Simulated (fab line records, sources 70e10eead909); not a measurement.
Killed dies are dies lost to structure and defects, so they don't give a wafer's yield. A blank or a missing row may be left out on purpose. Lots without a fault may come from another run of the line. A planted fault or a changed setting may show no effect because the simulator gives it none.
A struck lot beside a sound one | flow nand_harc | 24 steps out of a route of 1302
Sound: wafers L512.2, L512.3, L512.6. Struck: wafers L520.2, L520.4, L520.6. The cause comes at the end.
At each step with rows: each side's tool, then ch and its chambers, then its first start. Under that, the readings that differ: sound wafers | struck wafers | difference of the means | sigmas: that difference in standard deviations of wafers without a fault.
alike: readings whose means differ by less than 2 such deviations, and words and numbers that are the same on both sides. not compared: withheld readings, readings that some wafer has no value for, bounds like >300 that may hide the same value, and numbers for which the record gives no deviation and whose values overlap.
The two part at a step that has a row with sigmas, a row that says differs or no value, or rows on one side only. Numbers that don't overlap but have no deviation are shown without sigmas and don't part them. A reading that every wafer of one side lacks parts them only if that side has two wafers or more.

NHARC_P_M0_INSPECT_27:
  sound on defect_inspect-01, day 8 12:13; struck on defect_inspect-01, day 12 12:31
  alike: raw_defect_count
NHARC_P_M0_PRE_CLEAN_31: time 12 s.
  sound on pecvd-01 ch 0,1, day 8 12:17; struck on pecvd-01 ch 0,1, day 12 12:35
  alike: heater_power_w, susceptor_temp_C
NHARC_P_M0_DEP_32: deposits SiCN, target thk 30 nm.
  sound on pecvd-01 ch 0,1, day 8 12:25; struck on pecvd-01 ch 0,1, day 12 12:42
  alike: heater_power_w, showerhead_vpp_V, susceptor_temp_C
then, 8 steps without rows for these wafers: NHARC_P_M1_DEP_00 (deposits SiOC, target thk 182.5 nm); NHARC_P_M1_DEHYDRATE_01 (time 120 s); NHARC_P_M1_HMDS_02 (time 30 s); NHARC_P_M1_COAT_34 (time 65 s); NHARC_P_M1_COAT_03 (resist thk 90 nm); NHARC_P_M1_SOFTBAKE_04 (time 55 s); NHARC_P_M1_EBR_05; NHARC_P_M1_EXPOSE_06 (exposes mask P M1, target cd 130 nm).
NHARC_P_M1_PEB_07: peb time 65 s.
  sound on litho_track-04 ch 0, day 8 13:42; struck on litho_track-06 ch 0, day 12 13:50
then, 1 step without rows for these wafers: NHARC_P_M1_DEVELOP_08 (develop time 35 s).
NHARC_P_M1_CD_MEAS_09: target cd 130 nm.
  sound on cd_sem-03 ch 0, day 8 13:47; struck on cd_sem-02 ch 0, day 12 13:55
  reading    | sound             | struck            | difference | sigmas
  cd_nm (nm) | 129.6 130.3 129.9 | 145.2 145.3 144.2 | +15.0      | +12
NHARC_P_M1_OVL_MEAS_10: pitch 260 nm.
  sound on overlay-02, day 8 13:52; struck on overlay-02, day 12 14:00
  alike: overlay_x_nm, overlay_y_nm
NHARC_P_M1_INSPECT_11:
  sound on defect_inspect-02, day 8 13:55; struck on defect_inspect-01, day 12 14:02
  alike: raw_defect_count
NHARC_P_M1_DESCUM_14: chemistry O2, time 3 s.
  sound on rie_diel-07 ch 0,1,3, day 8 13:58; struck on rie_diel-08 ch 0,2,3, day 12 14:06
  reading               | sound             | struck            | difference | sigmas
  model.P_M1.cd_nm (nm) | 128.7 131.1 129.3 | 145.2 145.5 144.9 | +15.5      |
  alike: drypump_motor_current_A, oes_product_au, rf_vpp_V, showerhead_plenum_p_Torr, throttle_valve_pct
  not compared: rf_hours_counter_h
NHARC_P_M1_ETCH_35: etches the open film in N2/H2, target depth 40 nm, overetch 12 nm, time 43.94 s.
  sound on rie_diel-07 ch 0,1,3, day 8 14:04; struck on rie_diel-08 ch 0,3, day 12 14:11
  alike: drypump_motor_current_A, oes_product_au, rf_vpp_V, showerhead_plenum_p_Torr, throttle_valve_pct
  not compared: rf_hours_counter_h
NHARC_P_M1_ETCH_15: etches the open film in C4F8/Ar, target depth 182.5 nm, time 91.2 s.
  sound on rie_diel-07 ch 0,2,3; struck on rie_diel-08 ch 0,2
  alike: oes_product_au, rf_vpp_V
  not compared: rf_hours_counter_h
NHARC_P_M1_CD_MEAS_16:
  sound on cd_sem-02, day 8 14:17; struck on cd_sem-01, day 12 14:24
  reading    | sound             | struck            | difference | sigmas
  cd_nm (nm) | 128.7 130.9 129.4 | 145.4 145.3 144.9 | +15.5      | +12
NHARC_P_M1_STRIP_18: strips in N2/H2.
  sound on rie_diel-13 ch 0,3, day 8 14:21; struck on rie_diel-07 ch 1,2,3, day 12 14:28
  alike: drypump_motor_current_A, oes_product_au, rf_vpp_V, showerhead_plenum_p_Torr, throttle_valve_pct
  not compared: rf_hours_counter_h
NHARC_P_M1_ETCH_28: etches the open film in CF4/N2, target depth 30 nm, time 72.99 s.
  sound on rie_diel-13 ch 0,1,2; struck on rie_diel-07 ch 0,1,3
  reading               | sound             | struck            | difference | sigmas
  model.P_M1.cd_nm (nm) | 130.5 130.7 129.1 | 145.8 146.2 145.4 | +15.7      |
  alike: drypump_motor_current_A, oes_product_au, rf_vpp_V, showerhead_plenum_p_Torr, throttle_valve_pct
  not compared: rf_hours_counter_h
then, 1 step without rows for these wafers: NHARC_P_M1_STRIP_19 (strips in post etch residue remover, time 600 s).
-- the record jumps here: 19 days lie between the struck wafers' starts before and after (it left off in module P_M1 and takes up again in module END, whose first step shown is number 1302 of the route) --
NHARC_END_SORT_01:
  the record has rows for the struck wafers here (prober-02 ch 0, day 31 11:26) and none for the sound ones

WHERE THEY PART
First at NHARC_P_M1_CD_MEAS_09; last, within this record, at NHARC_END_SORT_01.

WHY: what the simulator had put in
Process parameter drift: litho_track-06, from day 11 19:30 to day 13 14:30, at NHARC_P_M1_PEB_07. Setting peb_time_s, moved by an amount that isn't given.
